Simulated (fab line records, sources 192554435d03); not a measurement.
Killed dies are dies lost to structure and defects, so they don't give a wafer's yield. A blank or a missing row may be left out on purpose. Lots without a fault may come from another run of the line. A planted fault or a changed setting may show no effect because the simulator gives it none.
Which tool did it? | flow n5_finfet | 24 lots, 72 wafers sampled, at 4 steps of a route of 1938

WHAT THE GAUGES READ, wafer by wafer
N5_BEOL_M15_CD_MEAS_10: target cd 360 nm. Usual: cd_nm 360.5 nm, standard deviation 2.1.
lot  | measured     | on        | cd_nm (nm)        | flag
L074 | day 11 08:54 | cd_sem-03 | 358.5 358.1 362.0 |
L075 | day 12 04:04 | cd_sem-03 | 365.1 362.5 363.2 |
L076 | day 12 06:37 | cd_sem-03 | 362.1 362.8 359.8 |
L078 | day 12 10:24 | cd_sem-03 | 363.6 362.4 361.8 |
L077 | day 12 10:26 | cd_sem-02 | 358.0 358.4 361.1 |
L081 | day 13 21:59 | cd_sem-03 | 360.3 363.1 361.3 |
L080 | day 13 22:16 | cd_sem-01 | 359.1 360.6 359.0 |
L082 | day 14 01:13 | cd_sem-02 | 357.2 358.1 357.7 |
L083 | day 14 22:32 | cd_sem-01 | 361.8 358.8 357.9 |
L084 | day 14 13:55 | cd_sem-02 | 364.5 359.0 358.8 |
L079 | day 15 04:32 | cd_sem-01 | 358.8 360.7 358.9 |
L085 | day 15 19:13 | cd_sem-02 | 358.2 360.8 360.9 |
L087 | day 15 21:52 | cd_sem-03 | 362.0 358.8 357.8 |
L086 | day 16 01:29 | cd_sem-03 | 360.6 362.1 361.0 |
L088 | day 16 07:53 | cd_sem-01 | 356.8 362.0 359.7 |
L089 | day 16 16:35 | cd_sem-01 | 362.7 361.0 363.9 |
L090 | day 16 17:17 | cd_sem-03 | 358.1 361.5 362.8 |
L093 | day 16 19:43 | cd_sem-01 | 362.3 357.6 359.1 |
L091 | day 16 20:20 | cd_sem-01 | 357.8 360.8 360.9 |
L096 | day 17 21:16 | cd_sem-02 | 358.5 357.8 360.2 |
L092 | day 18 02:14 | cd_sem-02 | 356.4 358.4 360.9 |
L094 | day 18 02:31 | cd_sem-03 | 360.3 359.8 363.5 |
L095 | day 18 05:31 | cd_sem-01 | 361.3 361.6 359.8 |
L097 | day 18 05:41 | cd_sem-01 | 364.1 362.4 360.7 |

N5_BEOL_M15_CD_MEAS_17: target cd 360 nm. Usual: cd_nm 361.9 nm, standard deviation 2.6.
lot  | measured     | on        | cd_nm (nm)        | flag
L074 | day 11 09:29 | cd_sem-01 | 361.5 359.8 366.4 |
L075 | day 12 04:55 | cd_sem-01 | 365.3 363.8 365.5 |
L076 | day 12 09:14 | cd_sem-02 | 363.2 363.9 363.1 |
L078 | day 12 13:41 | cd_sem-03 | 366.0 362.5 364.3 |
L077 | day 12 14:05 | cd_sem-02 | 359.2 358.5 362.4 |
L081 | day 13 22:34 | cd_sem-01 | 362.5 365.4 362.8 |
L080 | day 13 22:59 | cd_sem-02 | 360.8 364.3 360.6 |
L082 | day 14 02:05 | cd_sem-03 | 359.1 360.8 358.8 |
L083 | day 14 23:07 | cd_sem-03 | 364.0 360.0 360.0 |
L084 | day 14 14:31 | cd_sem-03 | 368.5 361.4 360.3 |
L079 | day 15 05:08 | cd_sem-01 | 359.4 359.4 360.0 |
L085 | day 15 19:49 | cd_sem-03 | 356.9 361.0 360.1 |
L087 | day 15 22:27 | cd_sem-03 | 364.5 358.3 358.8 |
L086 | day 16 02:04 | cd_sem-02 | 360.6 363.5 363.9 |
L088 | day 16 08:29 | cd_sem-03 | 357.8 365.6 359.4 |
L089 | day 16 17:25 | cd_sem-01 | 364.2 363.9 364.9 |
L090 | day 16 17:58 | cd_sem-03 | 359.8 362.8 363.0 |
L093 | day 16 20:18 | cd_sem-03 | 363.5 360.5 359.0 |
L091 | day 16 20:55 | cd_sem-01 | 357.6 361.0 363.4 |
L096 | day 17 21:59 | cd_sem-02 | 359.3 358.6 364.3 |
L092 | day 18 03:00 | cd_sem-02 | 355.7 358.3 361.1 |
L094 | day 18 03:30 | cd_sem-03 | 361.3 363.3 365.1 |
L095 | day 18 06:07 | cd_sem-01 | 365.5 363.7 363.8 |
L097 | day 18 06:33 | cd_sem-01 | 363.9 362.5 360.0 |

WHICH TOOL RAN EACH LOT (tool, then ch and the chambers of the sampled wafers, then the start)
lot  | N5_BEOL_M14_ETCH_67                | N5_BEOL_M14_ETCH_38
L074 | rie_diel-04 ch 0,1,2, day 11 04:13 | rie_diel-04 ch 0,1,3, day 11 08:54 or earlier
L075 | rie_diel-04 ch 2,3, day 11 23:14   | rie_diel-02 ch 1,2, day 12 04:04 or earlier
L076 | rie_diel-02 ch 0,1, day 12 02:44   | rie_diel-01 ch 0,3, day 12 06:37 or earlier
L078 | rie_diel-02 ch 0,1, day 12 05:09   | rie_diel-01 ch 1,2, day 12 10:24 or earlier
L077 | rie_diel-01 ch 0,2, day 12 05:15   | rie_diel-01 ch 0,1,3, day 12 10:26 or earlier
L081 | rie_diel-02 ch 0,1,2, day 13 17:43 | rie_diel-02 ch 1,2,3, day 13 21:59 or earlier
L080 | rie_diel-04 ch 0,1,2, day 13 18:33 | rie_diel-02 ch 1,2,3, day 13 22:16 or earlier
L082 | rie_diel-01 ch 0,1,2, day 13 19:56 | rie_diel-04 ch 1,2,3, day 14 01:13 or earlier
L083 | rie_diel-04 ch 0,2, day 14 05:20   | rie_diel-04 ch 0,1,3, day 14 22:32 or earlier
L084 | rie_diel-04 ch 0,2, day 14 09:14   | rie_diel-02 ch 0,2,3, day 14 13:55 or earlier
L079 | rie_diel-04 ch 0,1,2, day 15 00:26 | rie_diel-04 ch 0,2, day 15 04:32 or earlier
L085 | rie_diel-02 ch 0,1,3, day 15 10:52 | rie_diel-02 ch 1,2,3, day 15 19:13 or earlier
L087 | rie_diel-04 ch 1,3, day 15 12:47   | rie_diel-02 ch 1,2,3, day 15 21:52 or earlier
L086 | rie_diel-01 ch 0,2,3, day 15 17:47 | rie_diel-01 ch 0,2,3, day 16 01:29 or earlier
L088 | rie_diel-04 ch 0,3, day 16 03:08   | rie_diel-04 ch 1,2,3, day 16 07:53 or earlier
L089 | rie_diel-01 ch 0,1,2, day 16 12:31 | rie_diel-04 ch 0,1, day 16 16:35 or earlier
L090 | rie_diel-02 ch 1,2, day 16 12:59   | rie_diel-02 ch 2,3, day 16 17:17 or earlier
L093 | rie_diel-01 ch 1,2,3, day 16 14:52 | rie_diel-01 ch 0,1,2, day 16 19:43 or earlier
L091 | rie_diel-04 ch 1,2,3, day 16 16:52 | rie_diel-01 ch 0,1,2, day 16 20:20 or earlier
L096 | rie_diel-01 ch 1,3, day 17 17:51   | rie_diel-02 ch 0,1,3, day 17 21:16 or earlier
L092 | rie_diel-02 ch 1,3, day 17 19:05   | rie_diel-01 ch 0,1, day 18 02:14 or earlier
L094 | rie_diel-01 ch 0,1,3, day 17 19:34 | rie_diel-02 ch 0,3, day 18 02:31 or earlier
L095 | rie_diel-02 ch 0,1,3, day 17 21:52 | rie_diel-01 ch 1,2,3, day 18 05:31 or earlier
L097 | rie_diel-04 ch 2,3, day 17 23:31   | rie_diel-04 ch 1,2,3, day 18 05:41 or earlier
- N5_BEOL_M14_ETCH_67: etches SiARC in CF4, target depth 143 nm, time 238.3 s.
- N5_BEOL_M14_ETCH_38: etches SiCN in CF4/N2, target depth 106.5 nm, time 120.6 s.

WHAT THE TOOLS THEMSELVES READ (means of the sampled wafers that have a number; where no wafer has one, the mark that the record gives instead)
N5_BEOL_M14_ETCH_67. Usual: drypump_motor_current_A 5.6 A, standard deviation 0.49; etch_rf_on_time_s 239 s, standard deviation 4; oes_product_au 0.66 a.u., standard deviation 0.049; rf_vpp_V 183.8 V, standard deviation 1.1; showerhead_plenum_p_Torr 2.12 Torr, standard deviation 0.063; throttle_valve_pct 15.64 %, standard deviation 0.14.
lot  | tool        | drypump_motor_current_A (A) | etch_rf_on_time_s (s) | oes_product_au (a.u.) | rf_vpp_V (V) | showerhead_plenum_p_Torr (Torr) | throttle_valve_pct (%) | flag
L074 | rie_diel-04 | 5.4                         | 237                   | 0.69                  | 184.2        | 2.11                            | 15.56                  |
L075 | rie_diel-04 | 5.2                         | 244                   | 0.70                  | 183.7        | 2.17                            | 15.53                  |
L076 | rie_diel-02 | 5.8                         | 242                   | 0.61                  | 183.7        | 2.07                            | 15.79                  |
L078 | rie_diel-02 | 5.8                         | 243                   | 0.61                  | 183.7        | 2.07                            | 15.80                  |
L077 | rie_diel-01 | 6.0                         | 237                   | 0.67                  | 183.5        | 2.10                            | 15.69                  |
L081 | rie_diel-02 | 5.7                         | 239                   | 0.63                  | 183.0        | 2.08                            | 15.81                  |
L080 | rie_diel-04 | 5.4                         | 242                   | 0.67                  | 184.4        | 2.10                            | 15.58                  |
L082 | rie_diel-01 | 5.6                         | 235                   | 0.67                  | 184.5        | 2.15                            | 15.62                  |
L083 | rie_diel-04 | 5.6                         | 237                   | 0.69                  | 183.5        | 2.12                            | 15.60                  |
L084 | rie_diel-04 | 5.2                         | 237                   | 0.69                  | 183.9        | 2.14                            | 15.51                  |
L079 | rie_diel-04 | 5.4                         | 240                   | 0.66                  | 184.0        | 2.10                            | 15.60                  |
L085 | rie_diel-02 | 5.7                         | 242                   | 0.59                  | 183.7        | 2.13                            | 15.70                  |
L087 | rie_diel-04 | 5.4                         | 240                   | 0.64                  | 183.8        | 2.08                            | 15.69                  |
L086 | rie_diel-01 | 6.0                         | 241                   | 0.63                  | 184.0        | 2.09                            | 15.69                  |
L088 | rie_diel-04 | 5.7                         | 239                   | 0.67                  | 183.5        | 2.14                            | 15.69                  |
L089 | rie_diel-01 | 5.7                         | 241                   | 0.65                  | 184.2        | 2.15                            | 15.65                  |
L090 | rie_diel-02 | 6.0                         | 243                   | 0.62                  | 183.6        | 2.05                            | 15.83                  |
L093 | rie_diel-01 | 5.6                         | 238                   | 0.64                  | 184.3        | 2.14                            | 15.62                  |
L091 | rie_diel-04 | 5.2                         | 240                   | 0.65                  | 183.6        | 2.12                            | 15.61                  |
L096 | rie_diel-01 | 5.8                         | 241                   | 0.63                  | 183.9        | 2.11                            | 15.62                  |
L092 | rie_diel-02 | 6.0                         | 241                   | 0.59                  | 183.2        | 2.09                            | 15.74                  |
L094 | rie_diel-01 | 5.8                         | 235                   | 0.65                  | 183.7        | 2.12                            | 15.67                  |
L095 | rie_diel-02 | 5.7                         | 240                   | 0.65                  | 183.0        | 2.12                            | 15.60                  |
L097 | rie_diel-04 | 5.2                         | 242                   | 0.66                  | 183.9        | 2.16                            | 15.62                  |

N5_BEOL_M14_ETCH_38. Usual: drypump_motor_current_A 5.7 A, standard deviation 0.47; oes_product_au 0.76 a.u., standard deviation 0.06; rf_vpp_V 381.7 V, standard deviation 2; showerhead_plenum_p_Torr 2.18 Torr, standard deviation 0.07; throttle_valve_pct 15.48 %, standard deviation 0.14.
lot  | tool        | drypump_motor_current_A (A) | oes_product_au (a.u.) | rf_vpp_V (V) | showerhead_plenum_p_Torr (Torr) | throttle_valve_pct (%) | flag
L074 | rie_diel-04 | 5.7                         | 0.80                  | 381.3        | 2.17                            | 15.45                  |
L075 | rie_diel-02 | 6.0                         | 0.77                  | 381.5        | 2.12                            | 15.58                  |
L076 | rie_diel-01 | 6.2                         | 0.76                  | 379.7        | 2.13                            | 15.47                  |
L078 | rie_diel-01 | 5.2                         | 0.82                  | 384.7        | 2.29                            | 15.34                  |
L077 | rie_diel-01 | 5.8                         | 0.80                  | 382.4        | 2.20                            | 15.42                  |
L081 | rie_diel-02 | 5.9                         | 0.76                  | 382.3        | 2.18                            | 15.48                  |
L080 | rie_diel-02 | 5.9                         | 0.76                  | 381.9        | 2.18                            | 15.49                  |
L082 | rie_diel-04 | 5.2                         | 0.78                  | 382.3        | 2.19                            | 15.41                  |
L083 | rie_diel-04 | 5.7                         | 0.77                  | 381.2        | 2.16                            | 15.49                  |
L084 | rie_diel-02 | 5.6                         | 0.73                  | 381.1        | 2.21                            | 15.52                  |
L079 | rie_diel-04 | 5.2                         | 0.80                  | 382.5        | 2.20                            | 15.34                  |
L085 | rie_diel-02 | 5.9                         | 0.74                  | 382.1        | 2.18                            | 15.52                  |
L087 | rie_diel-02 | 5.9                         | 0.74                  | 381.5        | 2.17                            | 15.52                  |
L086 | rie_diel-01 | 6.0                         | 0.74                  | 380.2        | 2.15                            | 15.50                  |
L088 | rie_diel-04 | 5.2                         | 0.76                  | 381.5        | 2.19                            | 15.45                  |
L089 | rie_diel-04 | 5.6                         | 0.73                  | 379.6        | 2.12                            | 15.54                  |
L090 | rie_diel-02 | 5.8                         | 0.77                  | 381.0        | 2.19                            | 15.53                  |
L093 | rie_diel-01 | 5.7                         | 0.76                  | 382.4        | 2.21                            | 15.49                  |
L091 | rie_diel-01 | 5.6                         | 0.76                  | 381.6        | 2.21                            | 15.49                  |
L096 | rie_diel-02 | 5.7                         | 0.77                  | 381.7        | 2.18                            | 15.42                  |
L092 | rie_diel-01 | 5.8                         | 0.78                  | 382.4        | 2.18                            | 15.52                  |
L094 | rie_diel-02 | 5.5                         | 0.85                  | 382.3        | 2.21                            | 15.30                  |
L095 | rie_diel-01 | 5.6                         | 0.74                  | 382.1        | 2.20                            | 15.49                  |
L097 | rie_diel-04 | 5.2                         | 0.75                  | 381.0        | 2.18                            | 15.48                  |

THE ANSWER, worked out from the rows above alone
Rule: a lot is off if the mean of its wafers that have a number lies more than 3 standard deviations from the usual mean. A lot without any number at a reading at which 4 lots or more have one is off too. The other lots that the step has rows for count as sound. The gauges are gone through in route order, then the tools' own readings, and for those a lot's mean is taken as printed above. The first step at which some lot is off is used, and at that step the reading that is off furthest; a lot without a number counts as furthest.
No lot is off at any reading shown: from this, nothing can be told.

WHAT THE SIMULATOR HAD PUT IN
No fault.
